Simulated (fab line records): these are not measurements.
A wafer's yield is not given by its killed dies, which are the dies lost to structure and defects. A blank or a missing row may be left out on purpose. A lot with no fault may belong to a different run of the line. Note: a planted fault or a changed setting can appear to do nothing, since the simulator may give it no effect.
Chamber matching -- flow n5-finfet -- rie-diel-04 running N5_GATE_CUT_STRIP_59: 3 sister chambers
The step strips in N2/H2, time 20 s. 3 wafers are shown with their chamber, then 8 later ones without.

## WAFERS WITH THEIR CHAMBER
wafer,chamber,drypump-motor-current-A (A)
L088.3,2,5.3
L089.2,3,5.9
L089.4,1,5.4

## WAFERS WITHOUT THEIR CHAMBER
wafer,drypump-motor-current-A (A)
L090.2,5.4
L090.6,5.9
L096.1,5.9
L096.3,5.4
L096.4,5.2
L097.2,5.4
L097.4,5.3
L097.5,5.9

## CHAMBER TAKEN BY EACH
wafer,from the rows above,in truth
L090.2,1,1
L090.6,3,3
L096.1,3,3
L096.3,1,1
L096.4,2,2
L097.2,1,1
L097.4,2,2
L097.5,3,3
8 of 8 placed correctly. Can't be placed from these rows: 0. Number placed wrongly: 0.
How it was worked out, from the rows above alone: a wafer's distance from a chamber is the root of the sum, over the readings, of the square of ((its reading less the chamber's mean) divided by the reading's scatter). If the next closest chamber is less than 2 further off than the closest, the wafer can't be placed; otherwise it belongs to the closest. A chamber's mean is the mean of its shown wafers. The scatter (one wafer shown for each chamber): square how far every hidden wafer sits from the nearest shown wafer, average those squares and take the square root.
